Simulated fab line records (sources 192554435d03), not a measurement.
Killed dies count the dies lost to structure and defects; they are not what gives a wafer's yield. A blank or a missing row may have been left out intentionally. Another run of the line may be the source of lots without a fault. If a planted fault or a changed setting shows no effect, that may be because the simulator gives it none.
fab line records    flow n5Finfet
record lots=6  wafers=18  lastDay=17
route steps=1938 shown BEOL_M12@1624 PASSIVATION@1936
lots untouched by any fault: they come from a run of this same line in which no faults occurred
startH: hours from the record's first day to the start of the lot's first wafer shown    waitH: hours elapsed since this lot's preceding step    " repeats the value in the row above    L1.1+2: a single row standing in for several wafers    - value missing, or start not given    * or withheld: withheld    < > ~ a bound
route shown NAME@n: NAME is a module with steps in the file, n the number in the route of the first one    usual: the fault-free wafers' mean and standard deviation    same: alike in all rows    chamber/n: place in a boat    sites: each site's reading    _std_site: the values' standard deviation    _edge_site: inner sites' mean taken away from outer sites' mean    radiusMm: for every site, how far away it sits from the centre of the wafer    mask NAME#n: copy n    behind: the most recent tool/chamber to have shaped the wafer    hold: reason for holding the lot/hours on hold/outcome of the hold    device: transistor that didn't switch, given as n, p or np    end of line: at the end of the route, the tests of the same wafers    a step without rows: its recipe alone    killed: the dies lost at the first sort to structure and to defects; this is not the yield of the wafer    map: per-die view of a wafer (x killed, . not killed, _ where there is no die)
set.NAME: the setting that was run; set.NAME@STEP: the one run at that earlier step    model.NAME: the simulator's own value behind a step, which no gauge read
lots at some steps of the route; a table a step, a row a wafer
services: a tool's chamber out of use, with start hour (startH, from the record's first day; less than 0 if before it), hours out, and reason
## steps
# step N5_BEOL_M12_COAT_66
# recipe resist=SiARC  tempC=220  timeS=60  spinRpm=1500  resistThkNm=110
# step N5_BEOL_M12_COAT_22
# recipe spinRpm=2888  resistThkNm=300
# step N5_BEOL_M12_EBR_24
# recipe solvent=PGMEA  ebrWidthMm=1.5
# step N5_BEOL_M12_SOFTBAKE_23
# recipe tempC=130  timeS=60
# step N5_BEOL_M12_EXPOSE_25
# recipe maskId=M12  na=0.93  sourceShape=conventional  sigmaOuter=0.4  polarization=unpolarized  doseMj=21.8
# step N5_BEOL_M12_PEB_26
# recipe pebTempC=130  pebTimeS=90
# step N5_BEOL_M12_DEVELOP_27
# recipe developTimeS=45  rinseLiquid=diw  dry=airSpin  devTempC=21
# step N5_BEOL_M12_HARDBAKE_32
# recipe tempC=130  timeS=120
# step N5_BEOL_M12_CD_MEAS_28
# recipe targetCdNm=160.2  landingEnergyEv=500  detector=seInlens  polarity=opening
# usual cdNm=160.4/1.7
lot.wafer  tool      chamber  startH  waitH  cdNm
L382.1     cdSem-03  0        225.07  -      157.1
L382.3     "         0        "       "      158.2
L382.5     "         0        "       "      157.6
L383.2     cdSem-02  0        238.23  -      160.8
L383.3     "         0        "       "      159.1
L383.6     "         0        "       "      161.3
L394.2     cdSem-02  0        308.96  -      161.6
L394.3     "         0        "       "      160.6
L394.6     "         0        "       "      162.9
L397.1     cdSem-01  0        339.73  -      160.4
L397.2     "         0        "       "      160.7
L397.5     "         0        "       "      160.2
L401.1     cdSem-01  0        365.14  -      162.3
L401.3     "         0        "       "      161.3
L401.6     "         0        "       "      161.3
L402.1     cdSem-03  0        375.20  -      156.1
L402.2     "         0        "       "      159.3
L402.4     "         0        "       "      158.4
# step N5_BEOL_M12_OVL_MEAS_29
# recipe pointsPerWafer=44
# usual M12_OVL=3/5.9
lot.wafer  tool        chamber  startH  waitH  M12_OVL[nm]
L382.1     overlay-01  0        225.10  0.0    5
L382.3     "           0        "       "      7
L382.5     "           0        "       "      0
L383.2     overlay-02  0        238.25  0.0    9
L383.3     "           0        "       "      2
L383.6     "           0        "       "      6
L394.2     overlay-01  0        308.99  0.0    6
L394.3     "           0        "       "      9
L394.6     "           0        "       "      -2
L397.1     overlay-02  0        339.76  0.0    -5
L397.2     "           0        "       "      0
L397.5     "           0        "       "      -3
L401.1     overlay-01  0        365.17  0.0    5
L401.3     "           0        "       "      6
L401.6     "           0        "       "      11
L402.1     overlay-01  0        375.23  0.0    3
L402.2     "           0        "       "      4
L402.4     "           0        "       "      -1
# step N5_BEOL_M12_INSPECT_30
# recipe mode=adi  inspectInstrument=macro
# usual rawDefectCount=2.0/1.4
lot.wafer  tool              chamber  startH  waitH  rawDefectCount
L382.1     defectInspect-02  -        225.12  0.0    1
L382.3     "                 -        "       "      3
L382.5     "                 -        "       "      0
L383.2     defectInspect-01  -        238.28  0.0    0
L383.3     "                 -        "       "      1
L383.6     "                 -        "       "      0
L394.2     defectInspect-01  -        309.01  0.0    3
L394.3     "                 -        "       "      2
L394.6     "                 -        "       "      2
L397.1     defectInspect-02  -        339.78  0.0    2
L397.2     "                 -        "       "      0
L397.5     "                 -        "       "      3
L401.1     defectInspect-01  -        365.19  0.0    1
L401.3     "                 -        "       "      1
L401.6     "                 -        "       "      3
L402.1     defectInspect-01  -        375.25  0.0    0
L402.2     "                 -        "       "      2
L402.4     "                 -        "       "      2
# step N5_BEOL_M12_DESCUM_33
# recipe chemistry=O2  timeS=7.9  sourcePowerW=50  biasPowerW=20  pressureMtorr=20  rfFrequencyHz=2.712e+07  tempC=40  o2FlowSccm=225
# usual drypumpMotorCurrentA=5.7/0.47  oesProductAu=0.82/0.096  rfVppV=243.1/1.5  showerheadPlenumPTorr=2.09/0.093  throttleValvePct=20.28/0.22
lot.wafer  tool        chamber  startH  waitH  drypumpMotorCurrentA  oesProductAu  rfHoursCounterH  rfVppV  showerheadPlenumPTorr  throttleValvePct
L382.1     rieDiel-05  2        225.19  0.1    5.1                   0.71          228              243.9   2.15                   20.28
L382.3     "           2        "       "      5.1                   0.69          -                244.7   2.15                   20.28
L382.5     "           1        "       "      6.1                   0.84          -                243.5   2.05                   20.25
L383.2     rieDiel-04  1        238.57  0.3    5.2                   0.68          210              242.3   2.00                   20.12
L383.3     "           0        "       "      5.6                   0.96          6                244.9   2.25                   20.11
L383.6     "           3        "       "      5.3                   0.83          -                242.7   2.03                   19.93
L394.2     rieDiel-04  3        309.07  0.1    5.4                   0.81          83               243.4   2.02                   19.97
L394.3     "           0        "       "      5.7                   0.89          31               244.8   2.25                   20.15
L394.6     "           1        "       "      5.2                   0.66          -                241.5   1.99                   20.14
L397.1     rieDiel-04  1        339.87  0.1    5.2                   0.66          246              240.7   1.98                   20.17
L397.2     "           0        "       "      5.6                   0.88          43               244.7   2.24                   20.20
L397.5     "           2        "       "      5.8                   0.68          -                244.2   2.17                   20.79
L401.1     rieDiel-06  0        365.23  0.0    6.7                   0.85          53               242.9   2.04                   20.34
L401.3     "           2        "       "      5.5                   0.93          3                245.5   2.22                   20.25
L401.6     "           0        "       "      6.6                   0.84          -                243.3   2.04                   20.32
L402.1     rieDiel-05  3        375.43  0.2    5.6                   0.90          47               242.7   2.03                   20.36
L402.2     "           0        "       "      5.7                   0.83          51               245.2   2.25                   20.47
L402.4     "           1        "       "      6.1                   0.79          112              241.0   2.03                   20.33
# step N5_BEOL_M12_ETCH_67
# recipe chemistry=CF4  target=SiARC  targetDepthA=1430  timeS=238.3  ionEnergyEv=80  pressureMtorr=40  sourceW=545  biasW=36  Ar_flow_sccm=100  cf4FlowSccm=100  ends=cleared
# usual drypumpMotorCurrentA=5.7/0.47  etchRfOnTimeS=237/7.3  oesProductAu=0.71/0.081  rfVppV=184.2/1.3  showerheadPlenumPTorr=2.13/0.086  throttleValvePct=15.45/0.19
lot.wafer  tool        chamber  startH  waitH  drypumpMotorCurrentA  etchRfOnTimeS  oesProductAu  rfHoursCounterH  rfVppV  showerheadPlenumPTorr  throttleValvePct
L382.1     rieDiel-05  2        225.24  0.0    5.1                   244            0.59          228              185.6   2.23                   15.67
L382.3     "           2        "       "      5.1                   242            0.60          -                184.6   2.23                   15.66
L382.5     "           1        "       "      6.0                   230            0.72          -                183.7   2.09                   15.27
L383.2     rieDiel-04  1        238.60  0.0    5.2                   245            0.60          211              182.8   2.04                   15.42
L383.3     "           0        "       "      5.6                   240            0.82          6                184.9   2.28                   15.14
L383.6     "           3        "       "      5.4                   235            0.72          -                184.2   2.08                   15.20
L394.2     rieDiel-04  3        309.10  0.0    5.4                   294            0.66          83               202.2   2.07                   15.23
L394.3     "           0        "       "      5.6                   304            0.73          31               203.4   2.28                   15.20
L394.6     "           1        "       "      5.2                   314            0.56          -                201.1   2.03                   15.48
L397.1     rieDiel-04  1        339.91  0.0    5.2                   317            0.55          246              201.4   2.03                   15.48
L397.2     "           0        "       "      5.7                   307            0.71          43               203.0   2.27                   15.23
L397.5     "           2        "       "      5.8                   309            0.56          -                201.6   2.19                   15.83
L401.1     rieDiel-06  0        365.26  0.0    6.6                   239            0.73          53               182.0   2.11                   15.65
L401.3     "           2        "       "      5.5                   238            0.81          3                185.5   2.26                   15.32
L401.6     "           0        "       "      6.6                   239            0.72          -                184.0   2.11                   15.63
L402.1     rieDiel-05  3        375.47  0.0    5.6                   242            0.74          47               184.0   2.10                   15.56
L402.2     "           0        "       "      5.7                   243            0.71          51               185.6   2.26                   15.44
L402.4     "           1        "       "      6.1                   237            0.67          112              181.8   2.07                   15.38
# step N5_BEOL_M12_ETCH_68
# recipe chemistry=N2/H2  target=SOC  maskMaterial=SiARC  sourceW=3000  biasW=350  tempC=40  timeS=285  ionEnergyEv=200  pressureMtorr=30  n2FlowSccm=200  h2FlowSccm=200
# usual drypumpMotorCurrentA=5.8/0.47  oesProductAu=0.82/0.094  rfVppV=523.6/2.9  showerheadPlenumPTorr=2.54/0.1  throttleValvePct=17.64/0.25
lot.wafer  tool        chamber  startH  waitH  drypumpMotorCurrentA  oesProductAu  rfHoursCounterH  rfVppV  showerheadPlenumPTorr  throttleValvePct
L382.1     rieDiel-05  2        225.46  0.1    5.1                   0.69          228              526.2   2.63                   17.71
L382.3     "           2        "       "      5.1                   0.69          -                525.7   2.63                   17.70
L382.5     "           1        "       "      6.1                   0.83          -                521.5   2.50                   17.63
L383.2     rieDiel-04  1        238.75  0.1    5.2                   0.70          211              520.5   2.42                   17.44
L383.3     "           0        "       "      5.6                   0.96          7                527.6   2.72                   17.47
L383.6     "           3        "       "      5.4                   0.84          -                522.5   2.47                   17.29
L394.2     rieDiel-04  3        309.25  0.1    5.3                   0.82          84               522.7   2.46                   17.34
L394.3     "           0        "       "      5.6                   0.89          31               528.1   2.71                   17.52
L394.6     "           1        "       "      5.2                   0.67          -                520.5   2.41                   17.49
L397.1     rieDiel-04  1        340.06  0.1    5.2                   0.67          246              519.9   2.41                   17.50
L397.2     "           0        "       "      5.6                   0.88          43               529.0   2.71                   17.54
L397.5     "           2        "       "      5.8                   0.68          -                525.9   2.62                   18.09
L401.1     rieDiel-06  0        365.41  0.1    6.7                   0.84          53               522.0   2.45                   17.57
L401.3     "           2        "       "      5.5                   0.95          3                529.6   2.74                   17.83
L401.6     "           0        "       "      6.6                   0.85          -                523.6   2.46                   17.57
L402.1     rieDiel-05  3        375.61  0.1    5.6                   0.87          47               522.1   2.50                   18.02
L402.2     "           0        "       "      5.7                   0.83          51               526.8   2.67                   17.42
L402.4     "           1        "       "      6.0                   0.76          112              520.7   2.48                   17.70
# step N5_PASSIVATION_PROBE_49
# usual defectLimitedYield=91.1/1.5  killed_at_M0_to_M3=37/11  killed_at_M4_up=13/5.6  killedAtContacts=12/5.6  killedAtFrontEnd=39/11  killedAtOther=4/3.1  killedDies=105/18  killedOpen=69/13  killedShort=35/7.4  sort_bin_5_function=5.1/0.92  sort_bin_6_memory=3.4/0.76  sort_bin_8_speed=0.02/0.11  sortNPass=1075/18  sortYieldPct=91.1/1.5
# same grossDies=1180  killedAtBackSide=0  sort_bin_4_leakage[%]=0
lot.wafer  tool       chamber  startH  waitH  defectLimitedYield[%]  killed_at_M0_to_M3  killed_at_M4_up  killedAtContacts  killedAtFrontEnd  killedAtOther  killedDies  killedOpen  killedShort  sort_bin_5_function[%]  sort_bin_6_memory[%]  sort_bin_8_speed[%]  sortNPass  sortYieldPct[%]
L382.1     prober-02  -        269.08  0.0    92.4                   28                  12               11                37                2              90          62          28           4.8                     2.5                   0                    1090       92.4
L382.3     prober-02  -        269.18  0.1    93.6                   34                  9                6                 23                4              76          55          21           3.6                     2.8                   0.08                 1103       93.5
L382.5     prober-02  -        269.28  0.2    91.4                   31                  8                12                50                1              102         72          30           5.5                     2.7                   0                    1078       91.4
L383.2     prober-02  -        284.57  0.1    89.6                   55                  18               14                35                1              123         94          29           6.3                     4.0                   0                    1057       89.6
L383.3     prober-02  -        284.62  0.1    90.9                   47                  11               11                35                3              107         83          24           5.8                     3.2                   0                    1073       90.9
L383.6     prober-02  -        284.77  0.3    90.1                   33                  13               23                42                6              117         82          35           5.1                     4.2                   0                    1063       90.1
L397.1     prober-02  -        390.19  0.0    92.2                   29                  7                14                39                3              92          57          27           4.3                     2.5                   0                    1088       92.2
L397.2     prober-02  -        390.24  0.1    92.3                   36                  23               6                 24                2              91          59          29           4.7                     2.8                   0                    1089       92.3
L397.5     prober-02  -        390.39  0.2    90.8                   39                  9                15                44                1              108         70          35           5.5                     2.9                   0                    1072       90.8
L401.1     prober-02  -        406.88  0.0    89.7                   53                  30               10                23                6              122         84          36           4.7                     5.4                   0                    1058       89.7
L401.3     prober-02  -        406.98  0.1    91.9                   39                  26               11                16                3              95          58          34           4.9                     2.7                   0                    1085       91.9
L401.6     prober-02  -        407.13  0.3    92.6                   36                  20               3                 23                5              87          63          23           3.7                     3.4                   0                    1093       92.6
L402.1     prober-01  -        413.63  0.0    90.9                   30                  19               1                 51                6              107         71          36           5.5                     3.6                   0                    1073       90.9
L402.2     prober-01  -        413.68  0.1    90.8                   50                  13               4                 37                4              108         70          38           5.4                     3.6                   0                    1072       90.8
L402.4     prober-01  -        413.78  0.2    93.1                   38                  15               3                 20                6              82          53          27           4.5                     2.1                   0                    1098       93.1
# killed by level:class
L382.1 MOL_CONTACT_COAG:geometricParticle:open=9 BEOL_M2:geometricParticle:open=9 BEOL_M4:geometricParticle:open=7 BEOL_M1:geometricParticle:open=7 GATE_CUT:geometricParticle:open=6 GATE_CUT:geometricParticle:short=6 BEOL_M0_SAQP:geometricParticle:short=6 FIN_SAQP:geometricParticle:open=5
L382.3 BEOL_M2:geometricParticle:open=10 BEOL_M0_SAQP:geometricParticle:open=7 BEOL_M1:geometricParticle:open=7 BEOL_M4:geometricParticle:open=7 MOL_CONTACT_COAG:geometricParticle:open=6 BEOL_M0_SAQP:geometricParticle:short=4 BEOL_M3:geometricParticle:open=4 DUMMY_GATE:geometricParticle:open=3
L382.5 FIN_SAQP:geometricParticle:open=14 GATE_CUT:geometricParticle:short=12 BEOL_M2:geometricParticle:open=12 MOL_CONTACT_COAG:geometricParticle:open=9 STI_FIN_REVEAL:geometricParticle:open=7 DUMMY_GATE:geometricParticle:open=6 BEOL_M0_SAQP:geometricParticle:open=5 BEOL_M3:geometricParticle:open=4
L383.2 FIN_SAQP:geometricParticle:open=12 BEOL_M1:geometricParticle:open=12 MOL_CONTACT_COAG:geometricParticle:open=11 BEOL_M2:geometricParticle:open=11 DUMMY_GATE:geometricParticle:open=10 BEOL_M0_SAQP:geometricParticle:short=10 BEOL_M4:geometricParticle:open=9 BEOL_M0_SAQP:geometricParticle:open=8
L383.3 BEOL_M2:geometricParticle:open=14 MOL_CONTACT_COAG:geometricParticle:open=10 BEOL_M0_SAQP:geometricParticle:open=9 STI_FIN_REVEAL:geometricParticle:open=8 BEOL_M4:geometricParticle:open=8 DUMMY_GATE:geometricParticle:open=7 BEOL_M3:geometricParticle:open=7 DUMMY_GATE:geometricParticle:short=4
L383.6 MOL_CONTACT_COAG:geometricParticle:open=23 BEOL_M1:geometricParticle:open=10 FIN_SAQP:geometricParticle:short=7 BEOL_M3:geometricParticle:open=7 BEOL_M0_SAQP:geometricParticle:short=6 DUMMY_GATE:geometricParticle:open=6 BEOL_M4:geometricParticle:open=6 STI_FIN_REVEAL:geometricParticle:open=5
L397.1 MOL_CONTACT_COAG:geometricParticle:open=10 STI_FIN_REVEAL:geometricParticle:open=8 HKMG_FIN:areaEtch=8 FIN_SAQP:geometricParticle:open=7 BEOL_M0_SAQP:geometricParticle:open=6 FIN_SAQP:geometricParticle:short=5 BEOL_M0_SAQP:geometricParticle:short=5 BEOL_M2:geometricParticle:open=5
L397.2 BEOL_M0_SAQP:geometricParticle:short=10 BEOL_M4:geometricParticle:open=8 BEOL_M0_SAQP:geometricParticle:open=6 BEOL_M3:geometricParticle:open=6 BEOL_M5:geometricParticle:open=6 MOL_CONTACT_COAG:geometricParticle:open=5 STARTING-WAFER:geometricParticle:open=5 BEOL_M0:geometricParticle:short=4
L397.5 BEOL_M2:geometricParticle:open=12 MOL_CONTACT_COAG:geometricParticle:open=11 STI_FIN_REVEAL:geometricParticle:open=9 BEOL_M3:geometricParticle:open=8 FIN_SAQP:geometricParticle:open=6 FIN_SAQP:geometricParticle:short=6 BEOL_M0_SAQP:geometricParticle:short=5 BEOL_M0_SAQP:geometricParticle:open=5
L401.1 BEOL_M4:geometricParticle:open=18 BEOL_M3:geometricParticle:open=10 MOL_CONTACT_COAG:geometricParticle:open=9 BEOL_M0_SAQP:geometricParticle:short=9 BEOL_M2:geometricParticle:open=9 BEOL_M0_SAQP:geometricParticle:open=8 BEOL_M0:geometricParticle:open=5 BEOL_M1:geometricParticle:open=5
L401.3 BEOL_M4:geometricParticle:open=18 BEOL_M1:geometricParticle:open=11 FIN_SAQP:geometricParticle:short=7 MOL_CONTACT_COAG:geometricParticle:open=7 BEOL_M2:geometricParticle:open=7 BEOL_M0_SAQP:geometricParticle:short=6 BEOL_M0_SAQP:geometricParticle:open=4 BEOL_M3:geometricParticle:open=4
L401.6 BEOL_M1:geometricParticle:open=11 BEOL_M4:geometricParticle:open=10 BEOL_M0_SAQP:geometricParticle:open=7 STI_FIN_REVEAL:geometricParticle:open=5 BEOL_M0_SAQP:geometricParticle:short=5 BEOL_M3:geometricParticle:open=4 STARTING-WAFER:geometricParticle:open=4 DUMMY_GATE:geometricParticle:open=3
L402.1 STI_FIN_REVEAL:geometricParticle:open=17 BEOL_M0_SAQP:geometricParticle:open=8 BEOL_M4:geometricParticle:open=7 FIN_SAQP:geometricParticle:short=6 BEOL_M3:geometricParticle:open=6 STARTING-WAFER:geometricParticle:short=6 FIN_SAQP:geometricParticle:open=5 STI_FIN_REVEAL:geometricParticle:short=5
L402.2 BEOL_M0_SAQP:geometricParticle:short=15 STI_FIN_REVEAL:geometricParticle:open=14 BEOL_M0_SAQP:geometricParticle:open=14 BEOL_M3:geometricParticle:open=12 STI_FIN_REVEAL:geometricParticle:short=6 BEOL_M4:geometricParticle:open=6 BEOL_M8:geometricParticle:open=4 FIN_SAQP:geometricParticle:short=3
L402.4 BEOL_M0_SAQP:geometricParticle:open=13 BEOL_M4:geometricParticle:open=8 BEOL_M0_SAQP:geometricParticle:short=7 BEOL_M3:geometricParticle:open=6 BEOL_M2:geometricParticle:open=5 STI_FIN_REVEAL:geometricParticle:open=4 GATE_CUT:geometricParticle:short=3 BEOL_M1:geometricParticle:open=3
## services
tool        chamber  startH  hours  kind
rieDiel-04  0        205.22  -      clean
rieDiel-04  0        205.22  -      consumableReplace:focusRing
rieDiel-04  0        205.22  -      consumableReplace:showerhead
rieDiel-04  0        205.22  14.1   scheduledDown
rieDiel-04  0        205.22  14.1   ventCycle
rieDiel-05  3        209.61  4.5    repair
rieDiel-05  3        217.52  -      clean
rieDiel-05  3        217.52  -      consumableReplace:focusRing
rieDiel-05  3        217.52  14.1   scheduledDown
rieDiel-05  0        223.81  5.5    repair
rieDiel-04  -        266.81  2.4    repair
rieDiel-06  -        267.21  0.6    repair
rieDiel-06  -        275.37  4.3    pm
rieDiel-06  2        294.86  13.9   repair
rieDiel-04  2        302.94  7.1    repair
rieDiel-04  2        310.68  4.4    repair
rieDiel-05  -        333.69  15.6   pm
rieDiel-04  3        347.13  14.3   repair
rieDiel-06  3        352.68  16.5   repair
rieDiel-04  1        361.41  -      clean
rieDiel-04  1        361.41  -      consumableReplace:focusRing
rieDiel-04  1        361.41  -      consumableReplace:showerhead
rieDiel-04  1        361.41  23.5   scheduledDown
rieDiel-04  1        361.41  23.5   ventCycle
## key
firstSign step=N5_BEOL_M12_ETCH_67  reading=rfVppV  direction=up  sigmas=14  usual=184.2  struck=202.1
effect step=N5_BEOL_M12_ETCH_67  reading=etchRfOnTimeS  direction=up  sigmas=9.7  usual=*  struck=*
metAt N5_BEOL_M12_ETCH_67
struckWafers L394.2,L394.3,L394.6,L397.1,L397.2,L397.5
onsetBetween 238.60 309.10
fault kind=processParameterDrift  tool=rieDiel-04  chamber=-  onsetH=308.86  steps=N5_BEOL_M12_ETCH_67  channel=sourceW  offset=-130.8  shape=step  endH=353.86  actsIn=theseRecipesOnly  stated=545
